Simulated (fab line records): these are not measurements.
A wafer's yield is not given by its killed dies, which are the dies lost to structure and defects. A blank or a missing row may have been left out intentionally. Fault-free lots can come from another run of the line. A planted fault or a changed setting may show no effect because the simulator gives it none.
Matching of chambers	flow n5-finfet	4 sister chambers for N5_MOL_CONTACT_COAG_ALD_131 on ald-sin-03
The step deposits SiO2, target thk 5 nm, pulse time 1 s, co reactant pulse time 1 s. 22 wafers are shown with their chamber, then 11 later ones without.

## WAFERS WITH THEIR CHAMBER
wafer	chamber	heater-power-w (W)	precursor-pulse-height-rel
L074.1	2	86	1.020
L074.5	1	86	0.994
L074.6	0	72	0.982
L075.3	1	85	1.015
L075.4	2	88	1.011
L075.6	1	82	1.032
L077.2	1	87	1.006
L077.3	3	87	0.971
L077.6	0	73	0.988
L078.1	3	89	0.975
L078.2	2	87	1.012
L078.4	1	86	1.022
L081.2	1	86	1.015
L081.5	3	86	0.981
L081.6	0	71	1.001
L082.4	0	70	0.991
L082.5	3	89	1.009
L082.6	2	87	1.002
L083.1	2	85	1.012
L083.4	0	72	0.990
L083.5	0	71	1.017
L084.2	0	71	0.999

SIGNATURES (means of the wafers above)
reading	chamber 0	chamber 1	chamber 2	chamber 3	scatter within a chamber
heater-power-w	71.43	85.33	86.60	87.75	1.35
precursor-pulse-height-rel	0.99543	1.01400	1.01140	0.98400	0.0122
Rule: for a wafer and a chamber, the distance is found by dividing, reading by reading, the gap between the wafer's reading and the chamber's mean by the reading's scatter, squaring, summing and taking the root. The wafer belongs to the nearest chamber; if the next one is less than 2 further off, it can't be placed. The scatter: take each reading less its chamber's mean, square it, sum over the shown wafers, divide by the number of wafers less the number of chambers, and take the root.

## WAFERS WITH NO CHAMBER GIVEN
wafer	heater-power-w (W)	precursor-pulse-height-rel
L084.3	88	1.001
L084.6	86	1.026
L085.1	73	1.002
L085.4	87	1.000
L085.5	88	0.980
L092.2	87	1.006
L092.5	87	0.975
L092.6	85	0.976
L095.1	71	0.991
L095.4	78	0.987
L095.6	68	1.015

## WHICH CHAMBER EACH ONE RAN IN
wafer	from the rows above	in truth
L084.3	can't be placed: 2 or 3 or 1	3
L084.6	can't be placed: 1 or 2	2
L085.1	0	0
L085.4	can't be placed: 2 or 3 or 1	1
L085.5	3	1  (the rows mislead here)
L092.2	can't be placed: 2 or 1 or 3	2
L092.5	3	3
L092.6	can't be placed: 3 or 1 or 2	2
L095.1	0	0
L095.4	can't be placed: 0 or 1 or 2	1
L095.6	0	0
4 of 11 placed correctly. Not placeable from these rows: 6 (in 6, the candidates include the true chamber). Number placed wrongly: 1.
